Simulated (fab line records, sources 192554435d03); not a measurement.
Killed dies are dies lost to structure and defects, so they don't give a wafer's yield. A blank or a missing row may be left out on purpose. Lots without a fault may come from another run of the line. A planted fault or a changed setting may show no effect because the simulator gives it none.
Chamber matching | flow n5_finfet | N5_BEOL_M0_DEP_125 on pecvd-04: 3 sister chambers
The step deposits SiCN from 3MS/NH3, target thk 8 nm, time 14 s. 6 wafers are shown with their chamber, then 7 later ones without.

WAFERS WITH THEIR CHAMBER
wafer  | chamber | throttle_valve_pct (%) | showerhead_plenum_p_Torr (Torr)
L084.1 | 0       | 9.2                    | 3.688
L084.6 | 0       | 9.0                    | 3.696
L086.4 | 2       | 8.7                    | 3.637
L086.6 | 1       | 10.7                   | 3.656
L092.1 | 1       | 11.1                   | 3.675
L092.3 | 2       | 8.8                    | 3.635

WAFERS WITHOUT THEIR CHAMBER
wafer  | throttle_valve_pct (%) | showerhead_plenum_p_Torr (Torr)
L092.5 | 11.0                   | 3.672
L096.2 | 11.3                   | 3.665
L096.3 | 9.0                    | 3.647
L096.4 | 9.1                    | 3.689
L097.1 | 10.9                   | 3.672
L097.4 | 11.1                   | 3.666
L097.6 | 9.5                    | 3.689

WHICH CHAMBER EACH WENT THROUGH
wafer  | from the rows above | in truth
L092.5 | 1                   | 1
L096.2 | 1                   | 1
L096.3 | 2                   | 2
L096.4 | 0                   | 0
L097.1 | 1                   | 1
L097.4 | 1                   | 1
L097.6 | 0                   | 0
Placed correctly: 7 of 7. Can't be placed from these rows: 0. Placed wrongly: 0.
How it was worked out, from the rows above alone: a wafer's distance from a chamber is the root of the sum, over the readings, of the square of ((its reading less the chamber's mean) divided by the reading's scatter). The wafer belongs to the nearest chamber; if the next one is less than 2 further off, it can't be placed. A chamber's mean is the mean of its shown wafers. The scatter: the root of (the sum of the squares of (reading less its chamber's mean) over the shown wafers, divided by (wafers less chambers)).
